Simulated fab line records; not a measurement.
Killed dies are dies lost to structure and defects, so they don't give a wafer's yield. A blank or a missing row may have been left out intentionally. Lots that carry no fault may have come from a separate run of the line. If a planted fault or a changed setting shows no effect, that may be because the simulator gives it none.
The tool behind it: which one? / flow n5 finfet / Sampling: 24 lots, 72 wafers, 6 of 1938 route steps

WHAT EACH GAUGE READ, for each wafer
N5_BEOL_M10_THK_MEAS_53: measures by xrf. Usual: M10_THK 141 nm, standard deviation 3.9.
lot=L074; measured=day 10 10:54; on=film metro-01; M10_THK (nm)=147 138 133; flag=
lot=L075; measured=day 10 20:52; on=film metro-01; M10_THK (nm)=141 142 139; flag=
lot=L077; measured=day 11 06:22; on=film metro-01; M10_THK (nm)=143 142 142; flag=
lot=L076; measured=day 11 21:23; on=film metro-02; M10_THK (nm)=144 142 141; flag=
lot=L079; measured=day 11 23:17; on=film metro-02; M10_THK (nm)=138 145 138; flag=
lot=L081; measured=day 11 23:08; on=film metro-02; M10_THK (nm)=142 144 143; flag=
lot=L080; measured=day 12 01:16; on=film metro-02; M10_THK (nm)=139 142 146; flag=
lot=L082; measured=day 12 19:02; on=film metro-01; M10_THK (nm)=140 140 145; flag=
lot=L078; measured=day 12 23:53; on=film metro-01; M10_THK (nm)=141 134 139; flag=
lot=L083; measured=day 13 03:48; on=film metro-02; M10_THK (nm)=138 142 137; flag=
lot=L084; measured=day 13 11:13; on=film metro-01; M10_THK (nm)=131 139 133; flag=
lot=L085; measured=day 13 22:26; on=film metro-02; M10_THK (nm)=147 140 141; flag=
lot=L086; measured=day 14 03:14; on=film metro-02; M10_THK (nm)=145 145 148; flag=
lot=L088; measured=day 14 12:13; on=film metro-02; M10_THK (nm)=136 147 143; flag=
lot=L087; measured=day 14 23:50; on=film metro-02; M10_THK (nm)=146 146 143; flag=
lot=L090; measured=day 15 08:07; on=film metro-02; M10_THK (nm)=143 138 138; flag=
lot=L089; measured=day 15 15:19; on=film metro-01; M10_THK (nm)=141 141 143; flag=
lot=L091; measured=day 15 16:57; on=film metro-01; M10_THK (nm)=143 143 133; flag=
lot=L092; measured=day 16 05:33; on=film metro-01; M10_THK (nm)=140 144 143; flag=
lot=L093; measured=day 16 06:56; on=film metro-01; M10_THK (nm)=143 143 134; flag=
lot=L095; measured=day 16 08:23; on=film metro-01; M10_THK (nm)=140 144 145; flag=
lot=L094; measured=day 16 09:26; on=film metro-01; M10_THK (nm)=142 143 132; flag=
lot=L097; measured=day 16 19:21; on=film metro-02; M10_THK (nm)=142 133 139; flag=
lot=L096; measured=day 16 17:28; on=film metro-01; M10_THK (nm)=138 140 139; flag=

N5_BEOL_M10_RS_MEAS_57: the measuring method here is four-point-probe. Usual: M10_RS 0.149 ohm/sq, standard deviation 0.0044.
lot=L074; measured=day 10 11:02; on=film metro-01; M10_RS (ohm/sq)=0.142 0.151 0.157; flag=
lot=L075; measured=day 10 21:00; on=film metro-01; M10_RS (ohm/sq)=0.148 0.146 0.150; flag=
lot=L077; measured=day 11 06:31; on=film metro-01; M10_RS (ohm/sq)=0.147 0.148 0.148; flag=
lot=L076; measured=day 11 21:31; on=film metro-02; M10_RS (ohm/sq)=0.146 0.148 0.149; flag=
lot=L079; measured=day 11 23:25; on=film metro-01; M10_RS (ohm/sq)=0.154 0.146 0.154; flag=
lot=L081; measured=day 11 23:16; on=film metro-02; M10_RS (ohm/sq)=0.149 0.146 0.148; flag=
lot=L080; measured=day 12 01:24; on=film metro-02; M10_RS (ohm/sq)=0.153 0.149 0.145; flag=
lot=L082; measured=day 12 19:11; on=film metro-02; M10_RS (ohm/sq)=0.151 0.152 0.146; flag=
lot=L078; measured=day 13 00:01; on=film metro-02; M10_RS (ohm/sq)=0.149 0.157 0.151; flag=
lot=L083; measured=day 13 03:56; on=film metro-02; M10_RS (ohm/sq)=0.153 0.148 0.154; flag=
lot=L084; measured=day 13 11:21; on=film metro-01; M10_RS (ohm/sq)=0.160 0.150 0.158; flag=
lot=L085; measured=day 13 22:34; on=film metro-02; M10_RS (ohm/sq)=0.143 0.152 0.149; flag=
lot=L086; measured=day 14 03:22; on=film metro-02; M10_RS (ohm/sq)=0.146 0.147 0.143; flag=
lot=L088; measured=day 14 12:20; on=film metro-01; M10_RS (ohm/sq)=0.157 0.144 0.149; flag=
lot=L087; measured=day 14 23:59; on=film metro-01; M10_RS (ohm/sq)=0.146 0.146 0.149; flag=
lot=L090; measured=day 15 08:16; on=film metro-02; M10_RS (ohm/sq)=0.147 0.151 0.152; flag=
lot=L089; measured=day 15 15:28; on=film metro-02; M10_RS (ohm/sq)=0.148 0.147 0.145; flag=
lot=L091; measured=day 15 17:05; on=film metro-01; M10_RS (ohm/sq)=0.148 0.148 0.160; flag=
lot=L092; measured=day 16 05:41; on=film metro-01; M10_RS (ohm/sq)=0.151 0.147 0.148; flag=
lot=L093; measured=day 16 07:04; on=film metro-02; M10_RS (ohm/sq)=0.146 0.145 0.156; flag=
lot=L095; measured=day 16 08:31; on=film metro-01; M10_RS (ohm/sq)=0.151 0.145 0.145; flag=
lot=L094; measured=day 16 09:34; on=film metro-02; M10_RS (ohm/sq)=0.147 0.145 0.159; flag=
lot=L097; measured=day 16 19:31; on=film metro-01; M10_RS (ohm/sq)=0.146 0.157 0.150; flag=
lot=L096; measured=day 16 17:36; on=film metro-01; M10_RS (ohm/sq)=0.153 0.150 0.152; flag=

N5_BEOL_M10_INSPECT_58: inspects for defects (darkfield). Usual: raw defect count reads 67 (standard deviation 20).
lot=L074; measured=day 10 11:04; on=defect inspect-01; raw defect count=62 44 47; flag=
lot=L075; measured=day 10 21:02; on=defect inspect-02; raw defect count=75 103 77; flag=
lot=L077; measured=day 11 06:33; on=defect inspect-02; raw defect count=58 53 66; flag=
lot=L076; measured=day 11 21:32; on=defect inspect-02; raw defect count=60 91 91; flag=
lot=L079; measured=day 11 23:27; on=defect inspect-01; raw defect count=89 53 69; flag=
lot=L081; measured=day 11 23:18; on=defect inspect-01; raw defect count=66 76 55; flag=
lot=L080; measured=day 12 01:26; on=defect inspect-01; raw defect count=66 91 47; flag=
lot=L082; measured=day 12 19:13; on=defect inspect-01; raw defect count=109 83 60; flag=
lot=L078; measured=day 13 00:02; on=defect inspect-01; raw defect count=48 65 75; flag=
lot=L083; measured=day 13 03:58; on=defect inspect-01; raw defect count=53 62 68; flag=
lot=L084; measured=day 13 11:23; on=defect inspect-02; raw defect count=50 37 63; flag=
lot=L085; measured=day 13 22:36; on=defect inspect-01; raw defect count=61 59 99; flag=
lot=L086; measured=day 14 03:23; on=defect inspect-02; raw defect count=54 37 76; flag=
lot=L088; measured=day 14 12:22; on=defect inspect-02; raw defect count=123 51 72; flag=
lot=L087; measured=day 15 00:00; on=defect inspect-02; raw defect count=52 52 52; flag=
lot=L090; measured=day 15 08:17; on=defect inspect-02; raw defect count=60 71 57; flag=
lot=L089; measured=day 15 15:29; on=defect inspect-01; raw defect count=119 63 124; flag=
lot=L091; measured=day 15 17:07; on=defect inspect-01; raw defect count=68 46 83; flag=
lot=L092; measured=day 16 05:43; on=defect inspect-02; raw defect count=75 52 58; flag=
lot=L093; measured=day 16 07:05; on=defect inspect-01; raw defect count=69 65 60; flag=
lot=L095; measured=day 16 08:33; on=defect inspect-02; raw defect count=72 41 59; flag=
lot=L094; measured=day 16 09:35; on=defect inspect-02; raw defect count=59 71 73; flag=
lot=L097; measured=day 16 19:32; on=defect inspect-02; raw defect count=46 44 64; flag=
lot=L096; measured=day 16 17:38; on=defect inspect-01; raw defect count=47 36 53; flag=

EACH LOT AND THE TOOL THAT RAN IT (in order: tool; ch and the chambers of the sampled wafers; start)
lot=L074; N5_BEOL_M10_PECVD_70=pecvd-02 ch 0,2, day 10 02:01; N5_BEOL_M10_CURE_72=uv cure-01 ch 1, day 10 08:37; N5_BEOL_M10_SPUTTER_48=pvd sputter-01, day 10 09:46
lot=L075; N5_BEOL_M10_PECVD_70=pecvd-02 ch 0,1,2, day 10 10:47; N5_BEOL_M10_CURE_72=uv cure-02 ch 1, day 10 16:41; N5_BEOL_M10_SPUTTER_48=pvd sputter-01, day 10 19:56
lot=L077; N5_BEOL_M10_PECVD_70=pecvd-03 ch 0,1,2, day 10 19:10; N5_BEOL_M10_CURE_72=uv cure-03 ch 1, day 10 23:34; N5_BEOL_M10_SPUTTER_48=pvd sputter-03, day 11 05:24
lot=L076; N5_BEOL_M10_PECVD_70=pecvd-02 ch 0,2, day 11 11:30; N5_BEOL_M10_CURE_72=uv cure-03 ch 0, day 11 19:20; N5_BEOL_M10_SPUTTER_48=pvd sputter-02, day 11 20:34
lot=L079; N5_BEOL_M10_PECVD_70=pecvd-01 ch 0,1, day 11 13:05; N5_BEOL_M10_CURE_72=uv cure-01 ch 1, day 11 20:20; N5_BEOL_M10_SPUTTER_48=pvd sputter-03, day 11 22:28
lot=L081; N5_BEOL_M10_PECVD_70=pecvd-03 ch 1,2, day 11 14:33; N5_BEOL_M10_CURE_72=uv cure-03 ch 1, day 11 19:48; N5_BEOL_M10_SPUTTER_48=pvd sputter-01, day 11 22:04
lot=L080; N5_BEOL_M10_PECVD_70=pecvd-03 ch 0,2, day 11 16:32; N5_BEOL_M10_CURE_72=uv cure-03 ch 0, day 11 23:16; N5_BEOL_M10_SPUTTER_48=pvd sputter-01, day 12 00:24
lot=L082; N5_BEOL_M10_PECVD_70=pecvd-03 ch 0,1,2, day 12 13:09; N5_BEOL_M10_CURE_72=uv cure-03 ch 0, day 12 16:37; N5_BEOL_M10_SPUTTER_48=pvd sputter-01, day 12 18:13
lot=L078; N5_BEOL_M10_PECVD_70=pecvd-01 ch 0,2, day 12 17:18; N5_BEOL_M10_CURE_72=uv cure-02 ch 2, day 12 20:31; N5_BEOL_M10_SPUTTER_48=pvd sputter-03, day 12 22:50
lot=L083; N5_BEOL_M10_PECVD_70=pecvd-01 ch 0,1,2, day 12 21:54; N5_BEOL_M10_CURE_72=uv cure-01 ch 0, day 13 01:54; N5_BEOL_M10_SPUTTER_48=pvd sputter-03, day 13 02:56
lot=L084; N5_BEOL_M10_PECVD_70=pecvd-03 ch 0,1,2, day 13 01:10; N5_BEOL_M10_CURE_72=uv cure-03 ch 1, day 13 07:29; N5_BEOL_M10_SPUTTER_48=pvd sputter-03, day 13 09:51
lot=L085; N5_BEOL_M10_PECVD_70=pecvd-03 ch 0,2, day 13 16:56; N5_BEOL_M10_CURE_72=uv cure-03 ch 2, day 13 19:40; N5_BEOL_M10_SPUTTER_48=pvd sputter-02, day 13 21:21
lot=L086; N5_BEOL_M10_PECVD_70=pecvd-02 ch 1,2, day 13 18:47; N5_BEOL_M10_CURE_72=uv cure-03 ch 2, day 14 01:02; N5_BEOL_M10_SPUTTER_48=pvd sputter-02, day 14 02:11
lot=L088; N5_BEOL_M10_PECVD_70=pecvd-03 ch 0,1,2, day 14 03:47; N5_BEOL_M10_CURE_72=uv cure-02 ch 2, day 14 09:04; N5_BEOL_M10_SPUTTER_48=pvd sputter-03, day 14 09:59
lot=L087; N5_BEOL_M10_PECVD_70=pecvd-02 ch 1,2, day 14 13:00; N5_BEOL_M10_CURE_72=uv cure-02 ch 1, day 14 19:45; N5_BEOL_M10_SPUTTER_48=pvd sputter-02, day 14 22:48
lot=L090; N5_BEOL_M10_PECVD_70=pecvd-03 ch 0,1,2, day 15 00:16; N5_BEOL_M10_CURE_72=uv cure-01 ch 0, day 15 05:09; N5_BEOL_M10_SPUTTER_48=pvd sputter-02, day 15 07:18
lot=L089; N5_BEOL_M10_PECVD_70=pecvd-03 ch 0,1,2, day 15 06:20; N5_BEOL_M10_CURE_72=uv cure-03 ch 0, day 15 10:55; N5_BEOL_M10_SPUTTER_48=pvd sputter-01, day 15 14:30
lot=L091; N5_BEOL_M10_PECVD_70=pecvd-03 ch 0,1, day 15 10:09; N5_BEOL_M10_CURE_72=uv cure-02 ch 0, day 15 13:54; N5_BEOL_M10_SPUTTER_48=pvd sputter-02, day 15 16:08
lot=L092; N5_BEOL_M10_PECVD_70=pecvd-01 ch 1,2, day 15 21:53; N5_BEOL_M10_CURE_72=uv cure-01 ch 2, day 16 01:53; N5_BEOL_M10_SPUTTER_48=pvd sputter-02, day 16 04:44
lot=L093; N5_BEOL_M10_PECVD_70=pecvd-03 ch 0,1,2, day 16 00:55; N5_BEOL_M10_CURE_72=uv cure-01 ch 0, day 16 05:02; N5_BEOL_M10_SPUTTER_48=pvd sputter-02, day 16 06:07
lot=L095; N5_BEOL_M10_PECVD_70=pecvd-02 ch 0,1,2, day 16 00:56; N5_BEOL_M10_CURE_72=uv cure-01 ch 2, day 16 05:56; N5_BEOL_M10_SPUTTER_48=pvd sputter-03, day 16 07:11
lot=L094; N5_BEOL_M10_PECVD_70=pecvd-02 ch 0,1, day 16 01:59; N5_BEOL_M10_CURE_72=uv cure-01 ch 0, day 16 06:17; N5_BEOL_M10_SPUTTER_48=pvd sputter-02, day 16 07:31
lot=L097; N5_BEOL_M10_PECVD_70=pecvd-02 ch 1,2, day 16 08:04; N5_BEOL_M10_CURE_72=uv cure-03 ch 2, day 16 16:21; N5_BEOL_M10_SPUTTER_48=pvd sputter-01, day 16 18:31
lot=L096; N5_BEOL_M10_PECVD_70=pecvd-02 ch 0,1,2, day 16 09:09; N5_BEOL_M10_CURE_72=uv cure-01 ch 1, day 16 15:34; N5_BEOL_M10_SPUTTER_48=pvd sputter-03, day 16 16:38
- N5_BEOL_M10_PECVD_70: deposits SiO2 from TEOS/O2, target thk 20 nm, time 22.7 s.
- N5_BEOL_M10_CURE_72: cures SiCOH lowk, time 120 s.
- N5_BEOL_M10_SPUTTER_48: material Cu, target thk 12 nm, time 2 s.

WHAT THE TOOLS THEMSELVES READ (means of the sampled wafers that have a number; where no wafer has one, the mark that the record gives instead)
N5_BEOL_M10_PECVD_70. Usual: heater power w 714 W, standard deviation 97; showerhead plenum p Torr 8.78 Torr, standard deviation 0.069; throttle valve pct 22.2 %, standard deviation 0.59.
lot=L074; tool=pecvd-02; heater power w (W)=746; showerhead plenum p Torr (Torr)=8.80; throttle valve pct (%)=22.1; flag=
lot=L075; tool=pecvd-02; heater power w (W)=796; showerhead plenum p Torr (Torr)=8.83; throttle valve pct (%)=22.2; flag=
lot=L077; tool=pecvd-03; heater power w (W)=647; showerhead plenum p Torr (Torr)=8.71; throttle valve pct (%)=22.4; flag=
lot=L076; tool=pecvd-02; heater power w (W)=746; showerhead plenum p Torr (Torr)=8.81; throttle valve pct (%)=22.3; flag=
lot=L079; tool=pecvd-01; heater power w (W)=763; showerhead plenum p Torr (Torr)=8.87; throttle valve pct (%)=21.2; flag=
lot=L081; tool=pecvd-03; heater power w (W)=620; showerhead plenum p Torr (Torr)=8.73; throttle valve pct (%)=21.9; flag=
lot=L080; tool=pecvd-03; heater power w (W)=631; showerhead plenum p Torr (Torr)=8.77; throttle valve pct (%)=21.7; flag=
lot=L082; tool=pecvd-03; heater power w (W)=625; showerhead plenum p Torr (Torr)=8.72; throttle valve pct (%)=22.3; flag=
lot=L078; tool=pecvd-01; heater power w (W)=715; showerhead plenum p Torr (Torr)=8.83; throttle valve pct (%)=21.8; flag=
lot=L083; tool=pecvd-01; heater power w (W)=707; showerhead plenum p Torr (Torr)=8.85; throttle valve pct (%)=21.6; flag=
lot=L084; tool=pecvd-03; heater power w (W)=704; showerhead plenum p Torr (Torr)=8.73; throttle valve pct (%)=22.5; flag=
lot=L085; tool=pecvd-03; heater power w (W)=605; showerhead plenum p Torr (Torr)=8.78; throttle valve pct (%)=21.8; flag=
lot=L086; tool=pecvd-02; heater power w (W)=699; showerhead plenum p Torr (Torr)=8.84; throttle valve pct (%)=22.2; flag=
lot=L088; tool=pecvd-03; heater power w (W)=696; showerhead plenum p Torr (Torr)=8.73; throttle valve pct (%)=22.4; flag=
lot=L087; tool=pecvd-02; heater power w (W)=854; showerhead plenum p Torr (Torr)=8.85; throttle valve pct (%)=22.0; flag=
lot=L090; tool=pecvd-03; heater power w (W)=680; showerhead plenum p Torr (Torr)=8.73; throttle valve pct (%)=22.4; flag=
lot=L089; tool=pecvd-03; heater power w (W)=623; showerhead plenum p Torr (Torr)=8.73; throttle valve pct (%)=22.4; flag=
lot=L091; tool=pecvd-03; heater power w (W)=645; showerhead plenum p Torr (Torr)=8.74; throttle valve pct (%)=22.7; flag=
lot=L092; tool=pecvd-01; heater power w (W)=731; showerhead plenum p Torr (Torr)=8.85; throttle valve pct (%)=21.7; flag=
lot=L093; tool=pecvd-03; heater power w (W)=693; showerhead plenum p Torr (Torr)=8.72; throttle valve pct (%)=22.3; flag=
lot=L095; tool=pecvd-02; heater power w (W)=787; showerhead plenum p Torr (Torr)=8.82; throttle valve pct (%)=22.2; flag=
lot=L094; tool=pecvd-02; heater power w (W)=851; showerhead plenum p Torr (Torr)=8.83; throttle valve pct (%)=22.0; flag=
lot=L097; tool=pecvd-02; heater power w (W)=712; showerhead plenum p Torr (Torr)=8.82; throttle valve pct (%)=22.2; flag=
lot=L096; tool=pecvd-02; heater power w (W)=755; showerhead plenum p Torr (Torr)=8.82; throttle valve pct (%)=22.2; flag=

N5_BEOL_M10_CURE_72. Usual: lamp power pct 52.31 %, standard deviation 0.053; wafer_temp_C_max 371.5, standard deviation 0.6.
lot=L074; tool=uv cure-01; lamp power pct (%)=52.31; wafer_temp_C_max=371.9; flag=
lot=L075; tool=uv cure-02; lamp power pct (%)=52.32; wafer_temp_C_max=371.5; flag=
lot=L077; tool=uv cure-03; lamp power pct (%)=52.30; wafer_temp_C_max=370.8; flag=
lot=L076; tool=uv cure-03; lamp power pct (%)=52.34; wafer_temp_C_max=371.3; flag=
lot=L079; tool=uv cure-01; lamp power pct (%)=52.33; wafer_temp_C_max=372.4; flag=
lot=L081; tool=uv cure-03; lamp power pct (%)=52.34; wafer_temp_C_max=371.3; flag=
lot=L080; tool=uv cure-03; lamp power pct (%)=52.29; wafer_temp_C_max=371.4; flag=
lot=L082; tool=uv cure-03; lamp power pct (%)=52.30; wafer_temp_C_max=371.2; flag=
lot=L078; tool=uv cure-02; lamp power pct (%)=52.36; wafer_temp_C_max=371.6; flag=
lot=L083; tool=uv cure-01; lamp power pct (%)=52.29; wafer_temp_C_max=371.3; flag=
lot=L084; tool=uv cure-03; lamp power pct (%)=52.29; wafer_temp_C_max=370.5; flag=
lot=L085; tool=uv cure-03; lamp power pct (%)=52.33; wafer_temp_C_max=372.3; flag=
lot=L086; tool=uv cure-03; lamp power pct (%)=52.32; wafer_temp_C_max=372.5; flag=
lot=L088; tool=uv cure-02; lamp power pct (%)=52.29; wafer_temp_C_max=372.2; flag=
lot=L087; tool=uv cure-02; lamp power pct (%)=52.28; wafer_temp_C_max=371.1; flag=
lot=L090; tool=uv cure-01; lamp power pct (%)=52.32; wafer_temp_C_max=371.2; flag=
lot=L089; tool=uv cure-03; lamp power pct (%)=52.28; wafer_temp_C_max=371.2; flag=
lot=L091; tool=uv cure-02; lamp power pct (%)=52.33; wafer_temp_C_max=371.7; flag=
lot=L092; tool=uv cure-01; lamp power pct (%)=52.32; wafer_temp_C_max=371.3; flag=
lot=L093; tool=uv cure-01; lamp power pct (%)=52.34; wafer_temp_C_max=371.2; flag=
lot=L095; tool=uv cure-01; lamp power pct (%)=52.34; wafer_temp_C_max=371.2; flag=
lot=L094; tool=uv cure-01; lamp power pct (%)=52.27; wafer_temp_C_max=370.8; flag=
lot=L097; tool=uv cure-03; lamp power pct (%)=52.35; wafer_temp_C_max=372.5; flag=
lot=L096; tool=uv cure-01; lamp power pct (%)=52.31; wafer_temp_C_max=372.5; flag=

N5_BEOL_M10_SPUTTER_48. Usual: throttle valve pct reads 30.3 % (standard deviation 0.95).
lot=L074; tool=pvd sputter-01; throttle valve pct (%)=29.1; flag=
lot=L075; tool=pvd sputter-01; throttle valve pct (%)=29.8; flag=
lot=L077; tool=pvd sputter-03; throttle valve pct (%)=30.6; flag=
lot=L076; tool=pvd sputter-02; throttle valve pct (%)=30.7; flag=
lot=L079; tool=pvd sputter-03; throttle valve pct (%)=29.8; flag=
lot=L081; tool=pvd sputter-01; throttle valve pct (%)=30.7; flag=
lot=L080; tool=pvd sputter-01; throttle valve pct (%)=30.2; flag=
lot=L082; tool=pvd sputter-01; throttle valve pct (%)=30.2; flag=
lot=L078; tool=pvd sputter-03; throttle valve pct (%)=30.0; flag=
lot=L083; tool=pvd sputter-03; throttle valve pct (%)=30.5; flag=
lot=L084; tool=pvd sputter-03; throttle valve pct (%)=30.4; flag=
lot=L085; tool=pvd sputter-02; throttle valve pct (%)=29.6; flag=
lot=L086; tool=pvd sputter-02; throttle valve pct (%)=29.8; flag=
lot=L088; tool=pvd sputter-03; throttle valve pct (%)=30.7; flag=
lot=L087; tool=pvd sputter-02; throttle valve pct (%)=29.7; flag=
lot=L090; tool=pvd sputter-02; throttle valve pct (%)=30.5; flag=
lot=L089; tool=pvd sputter-01; throttle valve pct (%)=29.7; flag=
lot=L091; tool=pvd sputter-02; throttle valve pct (%)=30.4; flag=
lot=L092; tool=pvd sputter-02; throttle valve pct (%)=30.6; flag=
lot=L093; tool=pvd sputter-02; throttle valve pct (%)=29.5; flag=
lot=L095; tool=pvd sputter-03; throttle valve pct (%)=30.7; flag=
lot=L094; tool=pvd sputter-02; throttle valve pct (%)=30.6; flag=
lot=L097; tool=pvd sputter-01; throttle valve pct (%)=31.2; flag=
lot=L096; tool=pvd sputter-03; throttle valve pct (%)=30.1; flag=

THE ANSWER, worked out from the rows above alone
Rule: take the mean of a lot's wafers that have a number; if it is more than 3 standard deviations from the usual mean, the lot is off. Also off: a lot with no number at a reading for which 4 or more lots have one. The other lots that the step has rows for count as sound. Order of review: gauges by route order, followed by the tools' own readings, for which a lot's mean as printed above is used. At the first step where some lot is off, the reading lying furthest off is the one used; lots without a number count as furthest.
No lot is off on any of the readings shown, so nothing can be concluded from this.

WHAT THE SIMULATOR PUT IN
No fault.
